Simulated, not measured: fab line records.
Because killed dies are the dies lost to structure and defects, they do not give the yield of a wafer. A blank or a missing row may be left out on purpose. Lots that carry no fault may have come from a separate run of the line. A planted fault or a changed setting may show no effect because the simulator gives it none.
Matching of chambers	flow n5_finfet	N5_MOL_CONTACT_COAG_ETCH_67 on rie_diel-06 has 4 sister chambers
The step etches SOC in N2/H2, target depth 60 nm, overetch 21 nm, time 101.2 s. 4 wafers are shown with their chamber, then 11 later ones without.

WAFERS PAIRED WITH THEIR CHAMBERS
wafer	chamber	showerhead_plenum_p_Torr (Torr)
L084.3	1	2.69
L087.1	3	2.47
L087.3	0	2.43
L091.1	2	2.56

WAFERS WITH NO CHAMBER GIVEN
wafer	showerhead_plenum_p_Torr (Torr)
L091.3	2.69
L091.5	2.56
L093.1	2.69
L093.3	2.56
L093.4	2.46
L095.2	2.56
L095.5	2.46
L095.6	2.42
L097.3	2.56
L097.5	2.42
L097.6	2.46

CHAMBER TAKEN BY EACH
wafer	from the rows above	in truth
L091.3	1	1
L091.5	2	2
L093.1	1	1
L093.3	2	2
L093.4	3	3
L095.2	2	2
L095.5	3	3
L095.6	0	0
L097.3	2	2
L097.5	0	0
L097.6	3	3
Correct placement for 11 of the 11. Can't be placed from these rows: 0. Placed wrongly: 0.
How it was worked out, from the rows above alone: a wafer's distance from a chamber is the root of the sum, over the readings, of the square of ((its reading less the chamber's mean) divided by the reading's scatter). If the next closest chamber is less than 2 further off than the closest, the wafer can't be placed; otherwise it belongs to the closest. The mean given for a chamber averages the wafers shown for that chamber. The scatter (one wafer shown for each chamber): square how far every hidden wafer sits from the nearest shown wafer, average those squares and take the square root.
